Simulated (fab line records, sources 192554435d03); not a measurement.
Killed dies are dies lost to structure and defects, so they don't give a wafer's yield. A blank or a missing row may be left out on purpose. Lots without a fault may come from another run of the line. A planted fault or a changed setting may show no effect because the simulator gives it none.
Chamber matching | flow n5_finfet | N5_BEOL_M4_VIA_ETCH_34 on rie_diel-06: 4 sister chambers
The step etches the open film in C4F6/O2, target depth 69.4 nm, time 65.9 s. 20 wafers are shown with their chamber, then 10 later ones without.

WAFERS WITH THEIR CHAMBER
wafer  | chamber | drypump_motor_current_A (A) | showerhead_plenum_p_Torr (Torr) | rf_vpp_V (V)
L076.1 | 3       | 5.6                         | 2.76                            | 652
L076.3 | 1       | 6.3                         | 2.78                            | 669
L076.5 | 3       | 5.6                         | 2.76                            | 654
L079.1 | 3       | 5.6                         | 2.76                            | 653
L079.2 | 0       | 5.7                         | 3.02                            | 661
L079.4 | 2       | 5.5                         | 2.93                            | 641
L082.1 | 1       | 6.3                         | 2.78                            | 666
L082.4 | 2       | 5.5                         | 2.92                            | 641
L082.6 | 1       | 6.3                         | 2.78                            | 668
L084.1 | 2       | 5.5                         | 2.92                            | 641
L084.2 | 3       | 5.6                         | 2.75                            | 652
L084.3 | 1       | 6.3                         | 2.78                            | 669
L085.2 | 1       | 6.3                         | 2.77                            | 668
L085.3 | 0       | 5.7                         | 3.01                            | 661
L085.6 | 3       | 5.6                         | 2.75                            | 652
L086.3 | 0       | 5.7                         | 3.01                            | 661
L086.4 | 3       | 5.6                         | 2.75                            | 653
L086.6 | 0       | 5.7                         | 3.01                            | 661
L090.2 | 0       | 5.8                         | 3.01                            | 659
L090.5 | 0       | 5.7                         | 3.01                            | 661

SIGNATURES (means of the wafers above)
reading                  | chamber 0 | chamber 1 | chamber 2 | chamber 3 | scatter within a chamber
drypump_motor_current_A  | 5.717     | 6.300     | 5.500     | 5.600     | 0.0228
showerhead_plenum_p_Torr | 3.0117    | 2.7780    | 2.9233    | 2.7550    | 0.00487
rf_vpp_V                 | 660.67    | 668.00    | 641.00    | 652.67    | 0.89
Rule: a wafer's distance from a chamber is the root of the sum, over the readings, of the square of ((its reading less the chamber's mean) divided by the reading's scatter). The wafer belongs to the nearest chamber; if the next one is less than 2 further off, it can't be placed. The scatter: the root of (the sum of the squares of (reading less its chamber's mean) over the shown wafers, divided by (wafers less chambers)).

WAFERS WITHOUT THEIR CHAMBER
wafer  | drypump_motor_current_A (A) | showerhead_plenum_p_Torr (Torr) | rf_vpp_V (V)
L090.6 | 5.6                         | 2.75                            | 653
L093.1 | 5.6                         | 2.91                            | 640
L093.3 | 5.6                         | 2.74                            | 652
L093.4 | 6.2                         | 2.77                            | 667
L095.1 | 5.7                         | 3.00                            | 660
L095.2 | 5.6                         | 2.74                            | 653
L095.3 | 6.3                         | 2.77                            | 668
L094.2 | 5.6                         | 2.74                            | 653
L094.3 | 5.7                         | 3.00                            | 660
L094.6 | 5.6                         | 2.74                            | 653

WHICH CHAMBER EACH WENT THROUGH
wafer  | from the rows above | in truth
L090.6 | 3                   | 3
L093.1 | 2                   | 2
L093.3 | 3                   | 3
L093.4 | 1                   | 1
L095.1 | 0                   | 0
L095.2 | 3                   | 3
L095.3 | 1                   | 1
L094.2 | 3                   | 3
L094.3 | 0                   | 0
L094.6 | 3                   | 3
Placed correctly: 10 of 10. Can't be placed from these rows: 0. Placed wrongly: 0.
